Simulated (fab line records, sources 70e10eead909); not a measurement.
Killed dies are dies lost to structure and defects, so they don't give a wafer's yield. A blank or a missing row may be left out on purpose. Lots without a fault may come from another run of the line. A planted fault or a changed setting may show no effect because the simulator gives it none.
fab line records | flow nand_harc
record lots=24 wafers=72 last_day=33
route steps=1302 shown A_CONTACT@998
lots that met no fault: from a run of the same line without faults
start_h: hours from the record's first day to the start of the lot's first wafer shown | wait_h: hours since the lot's step before | " the same as in the row above | L1.1+2: a row that stands for several wafers | - no value, or no start given | * or withheld: withheld | < > ~ a bound
route shown NAME@n: a module of which the file shows steps, and the number in the route of the first | usual: mean/standard deviation of fault-free wafers | same: alike in all rows | chamber/n: place in a boat | sites: the reading at each site | _std_site: their standard deviation | _edge_site: outer sites' mean less inner sites' | radius_mm: how far each site lies from the wafer's centre | mask NAME#n: copy n | behind: the tool/chamber that last shaped the wafer | hold: why the lot was held/for how many hours/how that ended | device: the transistor (n, p or np) that didn't switch | end of line: the same wafers' tests at the end of the route | a step without rows: its recipe alone | killed: dies lost to structure and defects at the first sort, not the wafer's yield | map: a wafer's dies, x killed, . not, _ none there
set.NAME: the setting as run; set.NAME@STEP: as run at that earlier step | model.NAME: the simulator's own value behind a step, which no gauge read
steps of the route over a sample of lots; a table a step, a row a wafer
services: from which hour (start_h, from the record's first day; less than 0 if before it) a tool's chamber was out of use, for how many hours, and why
## steps
# step NHARC_A_CONTACT_OVL_MEAS_43
# usual overlay_x_nm=-0.1/0.82 overlay_y_nm=-0.1/0.84
# columns lot.wafer tool chamber start_h wait_h overlay_x_nm overlay_y_nm
L075.1 overlay-01 - 501.98 - -1.2 0.4
L075.4 " - " " -1.1 -0.1
L075.5 " - " " -1.6 -0.3
L074.2 overlay-01 - 502.31 - -0.6 0.9
L074.5 " - " " -1.1 1.0
L074.6 " - " " -0.7 0.9
L076.1 overlay-01 - 516.68 - -0.2 0.4
L076.3 " - " " -0.1 0.6
L076.5 " - " " 0.1 0.6
L078.4 overlay-02 - 517.07 - -0.2 -0.8
L078.5 " - " " -0.1 -1.3
L078.6 " - " " 0.1 -1.2
L077.1 overlay-02 - 532.47 - 0.4 0.1
L077.3 " - " " 0.8 0.4
L077.6 " - " " 0.5 0.5
L079.1 overlay-01 - 552.32 - -1.9 -1.3
L079.3 " - " " -1.7 -1.9
L079.5 " - " " -2.1 -0.9
L081.2 overlay-01 - 572.59 - -1.0 -0.6
L081.3 " - " " -0.9 -0.8
L081.5 " - " " -0.9 -0.7
L080.3 overlay-02 - 577.52 - 0.0 0.2
L080.4 " - " " 0.3 0.3
L080.5 " - " " -0.2 0.3
L083.2 overlay-02 - 579.58 - -0.3 1.4
L083.3 " - " " 0.1 1.2
L083.5 " - " " -0.2 0.9
L082.2 overlay-01 - 581.71 - -0.4 -0.2
L082.5 " - " " -0.4 -0.4
L082.6 " - " " 0.3 -0.4
L084.4 overlay-02 - 594.73 - 0.4 1.6
L084.5 " - " " 0.2 1.2
L084.6 " - " " -0.2 1.4
L085.2 overlay-02 - 605.20 - 1.0 -0.7
L085.3 " - " " 0.5 -1.2
L085.5 " - " " 0.9 -1.0
L086.1 overlay-01 - 605.40 - -1.8 0.4
L086.2 " - " " -1.2 1.1
L086.6 " - " " -2.1 0.1
L087.1 overlay-02 - 615.30 - 0.3 -1.2
L087.2 " - " " 0.4 -0.9
L087.3 " - " " 0.8 -1.4
L089.2 overlay-02 - 631.36 - -0.2 -1.1
L089.4 " - " " -0.5 -0.7
L089.5 " - " " 0.2 -0.3
L091.1 overlay-01 - 638.22 - -0.7 -0.7
L091.3 " - " " -0.5 -0.1
L091.5 " - " " -0.7 -0.2
L090.1 overlay-02 - 639.37 - 0.5 -1.2
L090.5 " - " " 0.9 -0.8
L090.6 " - " " 0.8 -0.9
L088.1 overlay-02 - 643.59 - 0.8 0.6
L088.2 " - " " 0.9 0.5
L088.3 " - " " 0.7 -0.1
L092.1 overlay-01 - 663.00 - -1.1 -0.5
L092.2 " - " " 0.0 -0.3
L092.5 " - " " -1.0 -0.7
L093.1 overlay-02 - 672.27 - -0.3 -0.7
L093.3 " - " " -0.1 -0.7
L093.4 " - " " -0.1 -1.0
L095.3 overlay-01 - 689.26 - 1.0 0.9
L095.4 " - " " 1.0 1.0
L095.5 " - " " 0.9 1.0
L094.2 overlay-02 - 689.51 - 1.5 0.3
L094.4 " - " " 1.5 0.0
L094.6 " - " " 1.2 0.0
L096.1 overlay-02 - 701.39 - -0.4 0.7
L096.4 " - " " -0.4 0.7
L096.5 " - " " 0.0 0.6
L097.1 overlay-01 - 718.43 - -0.5 0.3
L097.2 " - " " -0.1 0.4
L097.3 " - " " -0.9 0.5
# step NHARC_A_CONTACT_DESCUM_47
# recipe time_s=3 o2_flow_sccm=200 ar_flow_sccm=0 bias_power_w=0 chemistry=O2
# usual drypump_motor_current_A=5.6/0.39 mfc_ar_sccm=0.007/0.01 oes_product_au=1.002/0.01 rf_vpp_V=57.6/0.91 showerhead_plenum_p_Torr=1.89/0.1 throttle_valve_pct=11.311/0.0087
# same bias_power_w=0
# columns lot.wafer tool chamber start_h wait_h drypump_motor_current_A mfc_ar_sccm oes_product_au rf_hours_counter_h rf_vpp_V showerhead_plenum_p_Torr throttle_valve_pct
L075.1 rie_diel-01 1 502.09 0.1 5.2 0.007 0.994 41 58.3 1.86 11.318
L075.4 " 2 " " 6.4 0.019 0.984 30 57.9 1.80 11.302
L075.5 " 1 " " 5.2 0.007 0.990 - 59.6 1.86 11.317
L074.2 rie_diel-05 3 502.41 0.1 5.2 0 1.008 29 58.3 2.05 11.309
L074.5 " 2 " " 5.9 0 1.007 - 57.7 1.94 11.308
L074.6 " 3 " " 5.2 0 1.016 - 59.4 2.05 11.307
L076.1 rie_diel-05 0 516.80 0.1 5.0 0.035 1.016 35 57.3 1.93 11.314
L076.3 " 1 " " 5.8 0.012 1.008 38 57.9 2.03 11.323
L076.5 " 2 " " 5.8 0 0.999 - 57.8 1.94 11.311
L078.4 rie_diel-11 0 517.16 0.1 5.4 0 1.007 8 57.0 2.03 11.319
L078.6 " 0 " " 5.4 0 1.003 - 58.2 2.03 11.313
L078.5 " 1 " " 6.1 0 1.009 - 56.7 1.78 11.294
L077.1 rie_diel-11 1 532.58 0.1 6.1 0 1.009 11 56.3 1.78 11.317
L077.3 " 3 " " 5.0 0.011 1.018 12 58.1 1.99 11.305
L077.6 " 0 " " 5.4 0 1.007 - 58.4 2.03 11.314
L079.3 rie_diel-11 2 552.43 0.1 5.8 0.022 0.998 15 57.8 1.80 11.308
L079.1 " 0 " " 5.4 0 1.016 13 59.3 2.03 11.311
L079.5 " 0 " " 5.4 0 1.005 - 57.7 2.03 11.315
L081.3 rie_diel-11 1 572.70 0.1 6.1 0 1.000 17 57.4 1.78 11.306
L081.2 " 2 " " 5.8 0.022 1.008 18 57.9 1.80 11.310
L081.5 " 0 " " 5.4 0 1.014 - 59.0 2.03 11.319
L080.3 rie_diel-01 0 577.62 0.1 5.9 0 0.995 3 57.3 1.79 11.325
L080.4 " 2 " " 6.4 0.019 0.990 2 55.9 1.79 11.300
L080.5 " 0 " " 6.0 0 0.995 - 58.0 1.79 11.302
L083.3 rie_diel-11 0 579.68 0.1 5.4 0 1.000 18 57.7 2.02 11.320
L083.2 " 2 " " 5.8 0.022 0.992 19 56.3 1.80 11.323
L083.5 " 1 " " 6.1 0 1.004 - 57.0 1.78 11.306
L082.2 rie_diel-11 1 581.81 0.1 6.0 0 1.007 19 57.1 1.78 11.309
L082.6 " 1 " " 6.0 0 1.004 - 57.6 1.78 11.302
L082.5 " 2 " " 5.9 0.022 0.997 - 57.6 1.80 11.312
L084.4 rie_diel-11 1 594.88 0.1 6.1 0 1.004 21 57.6 1.78 11.310
L084.6 " 2 " " 5.8 0.022 0.997 - 56.3 1.80 11.301
L084.5 " 3 " " 5.1 0.011 1.031 - 59.3 1.99 11.302
L085.3 rie_diel-05 0 605.30 0.1 5.0 0.035 1.008 3 56.7 1.92 11.317
L085.2 " 2 " " 5.9 0 1.014 4 58.2 1.93 11.310
L085.5 " 1 " " 5.8 0.012 0.983 - 57.8 2.01 11.300
L086.1 rie_diel-11 1 605.51 0.1 6.0 0 1.004 23 58.5 1.78 11.314
L086.2 " 3 " " 5.0 0.011 1.000 24 58.8 1.99 11.317
L086.6 " 1 " " 6.0 0 0.996 - 55.6 1.78 11.299
L087.3 rie_diel-01 0 615.40 0.1 6.0 0 1.013 16 57.6 1.79 11.317
L087.2 " 1 " " 5.2 0.007 0.980 16 57.1 1.85 11.331
L087.1 " 3 " " 5.8 0 1.014 17 58.3 1.92 11.327
L089.4 rie_diel-11 1 631.56 0.2 6.0 0 1.016 2 56.0 1.78 11.304
L089.2 " 2 " " 5.8 0.022 1.013 2 56.8 1.80 11.321
L089.5 " 2 " " 5.8 0.022 1.010 - 57.1 1.80 11.298
L091.3 rie_diel-11 0 638.32 0.1 5.4 0 0.996 3 58.7 2.02 11.313
L091.1 " 3 " " 5.1 0.011 0.994 4 56.9 1.99 11.295
L091.5 " 1 " " 6.1 0 1.001 - 56.3 1.78 11.314
L090.1 rie_diel-01 2 639.49 0.1 6.4 0.019 0.978 25 57.9 1.79 11.299
L090.6 " 0 " " 5.9 0 1.013 - 58.0 1.79 11.295
L090.5 " 1 " " 5.3 0.007 0.986 - 57.4 1.85 11.311
L088.3 rie_diel-01 0 643.69 0.1 6.0 0 0.994 27 55.7 1.79 11.302
L088.2 " 1 " " 5.2 0.007 0.983 25 57.6 1.85 11.300
L088.1 " 2 " " 6.4 0.019 0.984 27 57.0 1.78 11.298
L092.1 rie_diel-11 0 663.10 0.1 5.4 0 1.000 8 58.7 2.02 11.310
L092.2 " 2 " " 5.8 0.022 1.006 8 57.2 1.80 11.318
L092.5 " 0 " " 5.4 0 0.992 - 58.1 2.02 11.308
L093.3 rie_diel-11 0 672.37 0.1 5.4 0 1.005 8 58.1 2.02 11.320
L093.4 " 1 " " 6.0 0 1.001 9 57.9 1.78 11.315
L093.1 " 3 " " 5.1 0.011 0.988 9 58.1 1.99 11.296
L095.4 rie_diel-11 0 689.38 0.1 5.4 0 0.998 11 58.3 2.02 11.309
L095.3 " 1 " " 6.1 0 1.000 11 56.4 1.78 11.312
L095.5 " 3 " " 5.1 0.011 0.988 - 58.6 1.98 11.324
L094.2 rie_diel-05 0 689.61 0.1 5.0 0.035 1.007 31 57.8 1.91 11.304
L094.4 " 1 " " 5.8 0.012 1.001 30 58.3 2.01 11.320
L094.6 " 3 " " 5.2 0 1.005 - 58.7 2.03 11.310
L096.4 rie_diel-11 0 701.49 0.1 5.4 0 0.985 13 57.9 2.02 11.323
L096.1 " 2 " " 5.8 0.022 1.006 16 56.6 1.79 11.313
L096.5 " 1 " " 6.1 0 0.998 - 58.9 1.78 11.314
L097.2 rie_diel-11 1 718.53 0.1 6.1 0 0.995 16 56.6 1.77 11.317
L097.1 " 2 " " 5.8 0.022 1.006 19 56.8 1.79 11.316
L097.3 " 3 " " 5.1 0.011 0.994 19 57.3 1.98 11.323
# step NHARC_A_CONTACT_ETCH_48
# recipe target_depth_a=390 over_etch_frac=0.3 time_s=65 ion_energy_ev=80 cf4_flow_sccm=150 ar_flow_sccm=0 rf_w=300 bias_w=100 chemistry=CF4
# usual drypump_motor_current_A=5.6/0.4 mfc_ar_sccm=0.008/0.01 oes_product_au=1.001/0.01 rf_vpp_V=151.1/1.3 showerhead_plenum_p_Torr=1.75/0.087 throttle_valve_pct=13.284/0.009
# same over_etch_frac=0.3
# columns lot.wafer tool chamber start_h wait_h drypump_motor_current_A mfc_ar_sccm oes_product_au rf_hours_counter_h rf_vpp_V showerhead_plenum_p_Torr throttle_valve_pct
L075.4 rie_diel-01 1 502.17 0.1 5.2 0.007 0.974 41 151.4 1.73 13.289
L075.1 " 2 " " 6.4 0.019 0.988 30 150.3 1.67 13.290
L075.5 " 2 " " 6.4 0.019 0.979 - 150.3 1.67 13.283
L074.2 rie_diel-05 2 502.49 0.1 5.9 0 0.987 31 151.3 1.79 13.292
L074.6 " 2 " " 5.9 0 0.997 - 151.5 1.79 13.294
L074.5 " 3 " " 5.2 0 0.989 - 152.7 1.88 13.281
L076.3 rie_diel-05 2 517.03 0.2 5.8 0 0.997 36 152.0 1.79 13.272
L076.1 " 3 " " 5.2 0 0.988 34 152.4 1.88 13.291
L076.5 " 2 " " 5.9 0 1.012 - 152.3 1.79 13.281
L078.4 rie_diel-11 3 517.28 0.1 5.0 0.011 1.019 9 152.4 1.84 13.270
L078.6 " 3 " " 5.1 0.011 1.024 - 154.4 1.84 13.275
L078.5 " 0 " " 5.4 0 1.016 - 152.8 1.87 13.288
L077.1 rie_diel-11 1 532.66 0.1 6.1 0 0.997 11 151.3 1.66 13.286
L077.3 " 2 " " 5.8 0.022 0.994 12 148.6 1.67 13.286
L077.6 " 1 " " 6.1 0 1.001 - 149.7 1.66 13.280
L079.1 rie_diel-11 1 552.53 0.1 6.1 0 1.002 14 150.9 1.66 13.290
L079.3 " 2 " " 5.8 0.022 0.984 15 149.9 1.67 13.289
L079.5 " 2 " " 5.8 0.022 0.994 - 150.1 1.67 13.263
L081.3 rie_diel-11 0 572.91 0.2 5.4 0 1.015 17 151.3 1.86 13.283
L081.2 " 1 " " 6.1 0 1.003 17 151.3 1.66 13.289
L081.5 " 3 " " 5.1 0.011 1.023 - 153.0 1.84 13.269
L080.4 rie_diel-01 1 577.70 0.1 5.2 0.007 0.994 3 150.5 1.72 13.286
L080.3 " 0 " " 5.9 0 0.997 3 150.3 1.67 13.273
L080.5 " 1 " " 5.2 0.007 0.997 - 150.8 1.72 13.288
L083.3 rie_diel-11 1 579.77 0.1 6.0 0 0.997 18 149.0 1.66 13.308
L083.2 " 2 " " 5.8 0.022 0.986 19 149.0 1.67 13.274
L083.5 " 0 " " 5.4 0 1.004 - 152.0 1.86 13.273
L082.2 rie_diel-11 3 581.91 0.1 5.0 0.011 1.013 19 152.6 1.84 13.289
L082.6 " 1 " " 6.0 0 1.006 - 149.4 1.66 13.285
L082.5 " 2 " " 5.8 0.022 1.000 - 150.2 1.67 13.312
L084.4 rie_diel-11 1 594.96 0.1 6.0 0 1.005 21 150.2 1.65 13.292
L084.6 " 3 " " 5.0 0.011 1.016 - 153.3 1.84 13.272
L084.5 " 0 " " 5.4 0 1.000 - 150.6 1.86 13.290
L085.2 rie_diel-05 1 605.38 0.1 5.8 0.012 0.989 3 152.3 1.86 13.285
L085.3 " 0 " " 5.0 0.035 0.994 3 151.6 1.78 13.278
L085.5 " 1 " " 5.8 0.012 0.987 - 152.2 1.85 13.285
L086.1 rie_diel-11 2 605.59 0.1 5.7 0.022 0.988 24 148.5 1.67 13.276
L086.2 " 3 " " 5.1 0.011 1.008 24 150.7 1.83 13.286
L086.6 " 2 " " 5.8 0.022 1.000 - 150.1 1.67 13.282
L087.1 rie_diel-01 0 615.49 0.1 6.0 0 1.016 16 149.0 1.66 13.275
L087.3 " 1 " " 5.2 0.007 0.971 16 150.1 1.72 13.292
L087.2 " 2 " " 6.4 0.019 0.975 17 149.2 1.66 13.298
L089.4 rie_diel-11 3 631.67 0.1 5.0 0.011 0.989 2 152.4 1.83 13.276
L089.2 " 0 " " 5.4 0 1.001 2 151.8 1.86 13.288
L089.5 " 2 " " 5.8 0.022 0.994 - 150.3 1.67 13.297
L091.1 rie_diel-11 1 638.40 0.1 6.1 0 1.000 3 149.6 1.65 13.304
L091.3 " 0 " " 5.4 0 0.997 3 152.6 1.86 13.277
L091.5 " 2 " " 5.8 0.022 1.007 - 149.4 1.67 13.270
L090.1 rie_diel-01 0 639.56 0.1 6.0 0 1.008 25 150.2 1.66 13.277
L090.5 " 3 " " 5.8 0 1.008 - 150.9 1.77 13.278
L090.6 " 0 " " 5.9 0 1.014 - 150.7 1.66 13.293
L088.1 rie_diel-01 1 643.77 0.1 5.3 0.007 0.988 25 150.0 1.71 13.293
L088.2 " 2 " " 6.4 0.019 0.986 28 150.2 1.66 13.287
L088.3 " 0 " " 6.0 0 1.014 27 150.9 1.66 13.291
L092.2 rie_diel-11 3 663.18 0.1 5.0 0.011 1.005 8 153.0 1.83 13.275
L092.1 " 2 " " 5.8 0.022 1.005 8 150.1 1.67 13.289
L092.5 " 0 " " 5.4 0 0.990 - 152.3 1.86 13.287
L093.4 rie_diel-11 3 672.45 0.1 5.0 0.011 1.004 9 151.4 1.83 13.278
L093.3 " 0 " " 5.4 0 1.005 8 151.8 1.86 13.296
L093.1 " 1 " " 6.0 0 1.000 9 148.9 1.65 13.268
L095.4 rie_diel-11 3 689.46 0.1 5.0 0.011 0.996 12 151.5 1.83 13.289
L095.3 " 0 " " 5.4 0 0.993 11 151.9 1.86 13.280
L095.5 " 2 " " 5.8 0.022 0.998 - 149.7 1.67 13.267
L094.4 rie_diel-05 2 689.70 0.1 5.9 0 1.012 31 152.1 1.78 13.279
L094.2 " 3 " " 5.2 0 0.985 33 151.2 1.86 13.280
L094.6 " 1 " " 5.8 0.012 0.990 - 152.1 1.85 13.297
L096.1 rie_diel-11 1 701.58 0.1 6.1 0 1.002 14 149.8 1.65 13.287
L096.4 " 3 " " 5.1 0.011 1.008 15 151.8 1.83 13.298
L096.5 " 2 " " 5.8 0.022 1.009 - 149.6 1.67 13.277
L097.3 rie_diel-11 0 718.62 0.1 5.4 0 0.993 16 153.2 1.86 13.277
L097.1 " 1 " " 6.1 0 1.003 16 150.2 1.65 13.282
L097.2 " 3 " " 5.1 0.011 1.006 19 152.0 1.83 13.282
# step NHARC_A_CONTACT_ETCH_117
# recipe source_w=withheld pressure_mtorr=20 bias_v=3000 time_s=190 target_depth_a=18500 ar_flow_sccm=withheld c4f8_flow_sccm=withheld o2_flow_sccm=withheld chemistry=C4F8/O2/Ar
# columns lot.wafer tool chamber start_h wait_h rf_hours_counter_h
L075.1 har_cap_etch-02 0 504.98 0.1 84
L075.4 " 1 " " -
L075.5 " 0 " " -
L074.2 har_cap_etch-03 0 505.32 0.1 41
L074.6 " 1 " " -
L074.5 " 0 " " -
L076.1 har_cap_etch-03 1 519.85 0.1 45
L076.3 " 0 " " -
L076.5 " 0 " " -
L078.4 har_cap_etch-02 1 520.24 0.1 -
L078.5 " 1 " " -
L078.6 " 0 " " -
L077.1 har_cap_etch-03 0 535.48 0.1 48
L077.3 " 0 " " -
L077.6 " 1 " " -
L079.1 har_cap_etch-01 0 556.05 0.2 7
L079.3 " 0 " " -
L079.5 " 0 " " -
L081.2 har_cap_etch-01 1 575.71 0.1 9
L081.3 " 0 " " -
L081.5 " 0 " " -
L080.3 har_cap_etch-03 0 580.56 0.1 -
L080.4 " 1 " " -
L080.5 " 0 " " -
L083.2 har_cap_etch-02 0 582.59 0.1 97
L083.3 " 1 " " -
L083.5 " 1 " " -
L082.2 har_cap_etch-01 0 585.38 0.2 12
L082.5 " 1 " " -
L082.6 " 0 " " -
L084.4 har_cap_etch-01 0 597.82 0.1 -
L084.6 " 1 " " -
L084.5 " 0 " " -
L085.2 har_cap_etch-03 0 608.22 0.1 61
L085.3 " 1 " " -
L085.5 " 1 " " -
L086.1 har_cap_etch-02 0 608.57 0.1 104
L086.2 " 1 " " 104
L086.6 " 0 " " -
L087.2 har_cap_etch-03 0 618.91 0.1 63
L087.1 " 1 " " 63
L087.3 " 1 " " -
L089.2 har_cap_etch-03 1 634.74 0.1 67
L089.4 " 1 " " -
L089.5 " 0 " " -
L091.1 har_cap_etch-01 1 641.25 0.1 25
L091.3 " 0 " " -
L091.5 " 1 " " -
L090.1 har_cap_etch-02 1 642.50 0.1 111
L090.6 " 1 " " -
L090.5 " 0 " " -
L088.2 har_cap_etch-03 1 647.04 0.2 71
L088.1 " 0 " " 71
L088.3 " 0 " " -
L092.2 har_cap_etch-02 1 665.97 0.1 116
L092.1 " 0 " " 116
L092.5 " 0 " " -
L093.1 har_cap_etch-03 0 675.24 0.1 76
L093.3 " 0 " " -
L093.4 " 1 " " -
L095.3 har_cap_etch-02 0 692.31 0.1 -
L095.4 " 1 " " -
L095.5 " 1 " " -
L094.2 har_cap_etch-01 1 692.49 0.1 35
L094.4 " 1 " " -
L094.6 " 0 " " -
L096.1 har_cap_etch-01 0 704.41 0.1 38
L096.4 " 1 " " -
L096.5 " 0 " " -
L097.2 har_cap_etch-03 0 721.41 0.1 84
L097.1 " 1 " " 84
L097.3 " 0 " " -
# step NHARC_A_CONTACT_ETCH_120
# recipe source_w=withheld pressure_mtorr=20 bias_v=3000 time_s=190 target_depth_a=18500 ar_flow_sccm=withheld c4f8_flow_sccm=withheld o2_flow_sccm=withheld chemistry=C4F8/O2/Ar
# columns lot.wafer tool chamber start_h wait_h rf_hours_counter_h
L075.1 har_cap_etch-02 0 505.49 0.1 84
L075.4 " 1 " " -
L075.5 " 0 " " -
L074.2 har_cap_etch-03 0 505.83 0.1 42
L074.6 " 1 " " -
L074.5 " 0 " " -
L076.1 har_cap_etch-03 1 520.36 0.1 45
L076.3 " 0 " " -
L076.5 " 0 " " -
L078.4 har_cap_etch-02 1 520.76 0.1 -
L078.5 " 1 " " -
L078.6 " 0 " " -
L077.1 har_cap_etch-03 0 535.99 0.1 49
L077.3 " 0 " " -
L077.6 " 1 " " -
L079.1 har_cap_etch-01 0 556.72 0.2 8
L079.3 " 0 " " -
L079.5 " 0 " " -
L081.2 har_cap_etch-01 1 576.22 0.1 10
L081.3 " 0 " " -
L081.5 " 0 " " -
L080.3 har_cap_etch-03 0 581.07 0.1 -
L080.4 " 1 " " -
L080.5 " 0 " " -
L083.2 har_cap_etch-02 0 583.11 0.1 97
L083.3 " 1 " " -
L083.5 " 1 " " -
L082.2 har_cap_etch-01 0 586.07 0.2 12
L082.5 " 1 " " -
L082.6 " 0 " " -
L084.4 har_cap_etch-01 0 598.34 0.1 -
L084.6 " 1 " " -
L084.5 " 0 " " -
L085.2 har_cap_etch-03 0 608.73 0.1 61
L085.3 " 1 " " -
L085.5 " 1 " " -
L086.1 har_cap_etch-02 0 609.08 0.1 105
L086.2 " 1 " " 105
L086.6 " 0 " " -
L087.2 har_cap_etch-03 0 619.43 0.1 64
L087.1 " 1 " " 64
L087.3 " 1 " " -
L089.2 har_cap_etch-03 1 635.25 0.1 67
L089.4 " 1 " " -
L089.5 " 0 " " -
L091.1 har_cap_etch-01 1 641.75 0.1 25
L091.3 " 0 " " -
L091.5 " 1 " " -
L090.1 har_cap_etch-02 1 643.01 0.1 111
L090.6 " 1 " " -
L090.5 " 0 " " -
L088.2 har_cap_etch-03 1 647.72 0.2 71
L088.1 " 0 " " 71
L088.3 " 0 " " -
L092.2 har_cap_etch-02 1 666.48 0.1 117
L092.1 " 0 " " 117
L092.5 " 0 " " -
L093.1 har_cap_etch-03 0 675.75 0.1 76
L093.3 " 0 " " -
L093.4 " 1 " " -
L095.3 har_cap_etch-02 0 692.82 0.1 -
L095.4 " 1 " " -
L095.5 " 1 " " -
L094.2 har_cap_etch-01 1 693.01 0.1 36
L094.4 " 1 " " -
L094.6 " 0 " " -
L096.1 har_cap_etch-01 0 704.92 0.1 38
L096.4 " 1 " " -
L096.5 " 0 " " -
L097.2 har_cap_etch-03 0 721.92 0.1 84
L097.1 " 1 " " 84
L097.3 " 0 " " -
# step NHARC_A_CONTACT_STRIP_82
# recipe o2_flow_sccm=500 ar_flow_sccm=0 bias_w=0 chemistry=O2
# usual drypump_motor_current_A=5.6/0.41 mfc_ar_sccm=0.009/0.011 oes_product_au=1.002/0.0096 rf_vpp_V=57.7/0.95 showerhead_plenum_p_Torr=3.51/0.17 throttle_valve_pct=17.035/0.0092
# columns lot.wafer tool chamber start_h wait_h drypump_motor_current_A mfc_ar_sccm oes_product_au rf_hours_counter_h rf_vpp_V showerhead_plenum_p_Torr throttle_valve_pct
L075.4 rie_diel-11 1 - - 6.1 0 1.003 8 57.2 3.31 17.037
L075.1 " 3 " " 5.1 0.011 1.022 9 57.6 3.67 17.054
L075.5 " 1 " " 6.1 0 1.007 - 56.5 3.31 17.021
L074.2 rie_diel-11 0 - - 5.4 0 0.999 8 57.4 3.73 17.041
L074.5 " 1 " " 6.1 0 1.005 - 57.3 3.31 17.025
L074.6 " 2 " " 5.8 0.022 1.003 - 59.5 3.34 17.040
L076.1 rie_diel-11 3 - - 5.1 0.011 1.017 12 58.2 3.67 17.038
L076.3 " 1 " " 6.1 0 1.016 11 56.6 3.31 17.032
L076.5 " 0 " " 5.4 0 1.000 - 56.8 3.72 17.035
L078.4 rie_diel-11 3 - - 5.0 0.011 1.017 12 57.9 3.67 17.038
L078.5 " 2 " " 5.8 0.022 0.986 - 57.1 3.34 17.035
L078.6 " 3 " " 5.1 0.011 1.014 - 59.4 3.67 17.055
L077.1 rie_diel-05 2 - - 5.9 0 1.014 53 56.0 3.57 17.026
L077.3 " 1 " " 5.8 0.012 1.006 54 58.0 3.71 17.038
L077.6 " 2 " " 5.9 0 1.008 - 56.7 3.57 17.026
L079.3 rie_diel-05 0 - - 5.0 0.035 1.016 54 56.7 3.55 17.057
L079.1 " 1 " " 5.8 0.012 1.000 59 59.2 3.71 17.032
L079.5 " 3 " " 5.2 0 0.998 - 58.1 3.74 17.053
L081.2 rie_diel-11 2 - - 5.8 0.022 0.994 22 57.1 3.33 17.040
L081.3 " 3 " " 5.0 0.011 1.014 22 57.4 3.66 17.014
L081.5 " 1 " " 6.1 0 0.999 - 58.0 3.30 17.017
L080.3 rie_diel-11 1 - - 6.1 0 1.001 21 57.1 3.30 17.023
L080.4 " 0 " " 5.4 0 1.005 22 58.3 3.72 17.030
L080.5 " 1 " " 6.1 0 1.001 - 56.7 3.30 17.050
L083.3 rie_diel-11 1 - - 6.1 0 1.002 21 56.7 3.30 17.038
L083.2 " 0 " " 5.4 0 1.003 22 56.4 3.72 17.023
L083.5 " 2 " " 5.8 0.022 0.996 - 56.1 3.34 17.040
L082.2 rie_diel-05 3 - - 5.2 0 0.997 2 58.2 3.74 17.029
L082.5 " 3 " " 5.2 0 1.000 - 57.5 3.74 17.032
L082.6 " 0 " " 5.0 0.035 0.983 - 57.4 3.54 17.020
L084.4 rie_diel-05 1 - - 5.8 0.012 0.995 6 59.5 3.70 17.037
L084.5 " 3 " " 5.2 0 1.000 - 57.1 3.74 17.035
L084.6 " 0 " " 5.0 0.035 1.008 - 57.8 3.54 17.048
L085.3 rie_diel-05 1 - - 5.8 0.012 1.002 8 58.1 3.70 17.036
L085.2 " 2 " " 5.9 0 1.016 8 59.1 3.56 17.033
L085.5 " 0 " " 5.0 0.035 0.997 - 57.8 3.54 17.053
L086.1 rie_diel-01 3 - - 5.8 0 1.012 21 58.3 3.53 17.033
L086.2 " 0 " " 6.0 0 1.029 19 56.7 3.31 17.032
L086.6 " 3 " " 5.8 0 1.004 - 58.2 3.53 17.034
L087.3 rie_diel-11 1 - - 6.1 0 1.004 3 56.8 3.30 17.033
L087.1 " 2 " " 5.8 0.022 1.001 4 56.7 3.33 17.032
L087.2 " 3 " " 5.1 0.011 1.004 3 57.9 3.66 17.037
L089.4 rie_diel-11 0 - - 5.4 0 0.989 5 57.3 3.71 17.040
L089.2 " 3 " " 5.1 0.011 0.994 5 58.8 3.66 17.045
L089.5 " 0 " " 5.4 0 0.979 - 56.0 3.71 17.037
L091.1 rie_diel-05 1 - - 5.8 0.012 0.999 19 58.0 3.69 17.021
L091.3 " 2 " " 5.9 0 1.011 21 58.3 3.55 17.019
L091.5 " 0 " " 5.0 0.035 1.001 - 56.7 3.53 17.027
L090.1 rie_diel-01 2 - - 6.4 0.019 0.987 31 57.4 3.30 17.043
L090.6 " 1 " " 5.2 0.007 0.995 - 57.8 3.42 17.026
L090.5 " 2 " " 6.4 0.019 0.987 - 58.0 3.30 17.047
L088.3 rie_diel-05 2 - - 5.9 0 1.016 24 58.1 3.55 17.026
L088.1 " 3 " " 5.2 0 1.002 25 58.9 3.72 17.042
L088.2 " 1 " " 5.8 0.012 1.003 22 57.9 3.69 17.025
L092.2 rie_diel-01 3 - - 5.8 0 0.999 43 58.5 3.52 17.039
L092.1 " 0 " " 6.0 0 0.994 39 56.9 3.30 17.034
L092.5 " 2 " " 6.4 0.019 0.984 - 58.7 3.30 17.036
L093.1 rie_diel-11 0 - - 5.4 0 0.992 11 57.3 3.71 17.044
L093.3 " 1 " " 6.1 0 0.989 11 58.9 3.29 17.040
L093.4 " 3 " " 5.0 0.011 0.991 12 57.6 3.65 17.032
L095.3 rie_diel-11 0 - - 5.4 0 0.995 15 60.2 3.71 17.036
L095.4 " 1 " " 6.1 0 0.997 15 58.2 3.29 17.023
L095.5 " 3 " " 5.1 0.011 0.992 - 59.0 3.65 17.028
L094.4 rie_diel-01 1 - - 5.2 0.007 0.997 46 55.6 3.41 17.034
L094.2 " 2 " " 6.4 0.019 0.984 51 56.2 3.29 17.020
L094.6 " 0 " " 6.0 0 1.000 - 58.2 3.30 17.023
L096.1 rie_diel-11 3 - - 5.0 0.011 1.011 18 58.9 3.65 17.027
L096.4 " 0 " " 5.4 0 1.004 16 58.6 3.71 17.034
L096.5 " 2 " " 5.9 0.022 1.006 - 57.5 3.32 17.020
L097.2 rie_diel-01 3 733.55 0.1 5.8 0 1.017 60 57.6 3.51 17.045
L097.1 " 0 " " 6.0 0 1.010 54 56.1 3.30 17.026
L097.3 " 0 " " 6.0 0 1.008 - 56.8 3.30 17.027
## services
# columns tool chamber start_h hours kind
rie_diel-11 0 490.69 - clean
rie_diel-11 1 490.69 - clean
rie_diel-11 2 490.69 - clean
rie_diel-11 3 490.69 - clean
rie_diel-05 3 491.62 1.4 repair
har_cap_etch-01 - 497.00 17.0 pm
rie_diel-11 0 515.19 - clean
rie_diel-11 1 515.19 - clean
rie_diel-11 2 515.19 - clean
rie_diel-11 3 515.19 - clean
rie_diel-11 0 539.69 - clean
rie_diel-11 1 539.69 - clean
rie_diel-11 - 547.39 0.5 repair
rie_diel-11 3 550.39 8.1 repair
rie_diel-01 - 558.24 9.0 pm
rie_diel-05 - 583.85 9.0 pm
rie_diel-11 - 609.69 9.0 pm
rie_diel-11 - 619.94 0.7 repair
rie_diel-05 2 682.78 3.6 repair
rie_diel-01 3 688.07 2.9 repair
rie_diel-01 2 690.59 2.4 repair
rie_diel-11 - 708.43 0.9 repair
rie_diel-01 - 716.62 0.8 repair
rie_diel-01 1 728.06 8.6 repair
## key
fault none
